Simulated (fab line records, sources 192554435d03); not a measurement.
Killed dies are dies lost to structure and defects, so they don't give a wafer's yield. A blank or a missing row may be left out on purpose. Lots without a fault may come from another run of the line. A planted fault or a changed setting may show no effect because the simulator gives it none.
Chamber matching | flow n5_finfet | N5_GATE_CUT_CMP_61 on cmp-01: 4 sister chambers
The step polishes, stops on SiNx, t overpolish 3 s. 4 wafers are shown with their chamber, then 8 later ones without.

WAFERS WITH THEIR CHAMBER
wafer  | chamber | motor_current_A (A)
L086.6 | 2       | 12.2
L087.2 | 0       | 14.0
L087.4 | 1       | 10.9
L088.1 | 3       | 11.4

WAFERS WITHOUT THEIR CHAMBER
wafer  | motor_current_A (A)
L088.2 | 12.0
L088.6 | 10.9
L092.1 | 11.5
L092.3 | 14.0
L092.5 | 12.4
L095.2 | 13.8
L095.4 | 10.8
L095.5 | 12.6

WHICH CHAMBER EACH WENT THROUGH
wafer  | from the rows above | in truth
L088.2 | 2                   | 2
L088.6 | 1                   | 1
L092.1 | 3                   | 3
L092.3 | 0                   | 0
L092.5 | 2                   | 2
L095.2 | 0                   | 0
L095.4 | 1                   | 1
L095.5 | 2                   | 2
Placed correctly: 8 of 8. Can't be placed from these rows: 0. Placed wrongly: 0.
How it was worked out, from the rows above alone: a wafer's distance from a chamber is the root of the sum, over the readings, of the square of ((its reading less the chamber's mean) divided by the reading's scatter). The wafer belongs to the nearest chamber; if the next one is less than 2 further off, it can't be placed. A chamber's mean is the mean of its shown wafers. The scatter: with one shown wafer a chamber, the root of the mean of the squares of how far each hidden wafer lies from its nearest shown one.
